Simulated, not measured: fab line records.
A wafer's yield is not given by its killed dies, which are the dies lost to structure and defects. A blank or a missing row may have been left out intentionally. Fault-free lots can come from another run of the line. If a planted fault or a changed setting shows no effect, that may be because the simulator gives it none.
Matching of chambers || flow n5 finfet || N5_BEOL_M11_ILD_DEP_00 on pecvd-01: 3 sister chambers
The step deposits SiCOH lowk from DEMS/porogen, target thk 308.51 nm, time 58 s. 3 wafers are shown with their chamber, then 9 later ones without.

WAFERS, EACH WITH ITS CHAMBER
{"wafer": "L089.1", "chamber": 2, "throttle valve pct (%)": 13.4}
{"wafer": "L089.5", "chamber": 0, "throttle valve pct (%)": 15.2}
{"wafer": "L089.6", "chamber": 1, "throttle valve pct (%)": 13.4}

WAFERS MISSING THEIR CHAMBER
{"wafer": "L090.1", "throttle valve pct (%)": 15.2}
{"wafer": "L090.3", "throttle valve pct (%)": 13.3}
{"wafer": "L090.4", "throttle valve pct (%)": 13.1}
{"wafer": "L096.1", "throttle valve pct (%)": 13.6}
{"wafer": "L096.4", "throttle valve pct (%)": 13.4}
{"wafer": "L096.5", "throttle valve pct (%)": 15.3}
{"wafer": "L097.1", "throttle valve pct (%)": 13.5}
{"wafer": "L097.3", "throttle valve pct (%)": 13.3}
{"wafer": "L097.5", "throttle valve pct (%)": 15.2}

CHAMBER TAKEN BY EACH
{"wafer": "L090.1", "from the rows above": 0, "in truth": 0}
{"wafer": "L090.3", "from the rows above": "can't be placed: 1 or 2", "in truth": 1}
{"wafer": "L090.4", "from the rows above": "can't be placed: 1 or 2", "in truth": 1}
{"wafer": "L096.1", "from the rows above": "can't be placed: 1 or 2", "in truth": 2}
{"wafer": "L096.4", "from the rows above": "can't be placed: 1 or 2", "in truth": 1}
{"wafer": "L096.5", "from the rows above": 0, "in truth": 0}
{"wafer": "L097.1", "from the rows above": "can't be placed: 1 or 2", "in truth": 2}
{"wafer": "L097.3", "from the rows above": "can't be placed: 1 or 2", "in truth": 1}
{"wafer": "L097.5", "from the rows above": 0, "in truth": 0}
Correct placement for 3 of the 9. These rows do not allow placing 6 (true chamber among the candidates in 6). Number placed wrongly: 0.
How it was worked out, from the rows above alone: a wafer's distance from a chamber is the root of the sum, over the readings, of the square of ((its reading less the chamber's mean) divided by the reading's scatter). If the next closest chamber is less than 2 further off than the closest, the wafer can't be placed; otherwise it belongs to the closest. For every chamber, the mean is computed from those of its wafers that are shown. The scatter: root of mean squared gap, hidden wafer to nearest shown wafer, with one shown wafer a chamber.
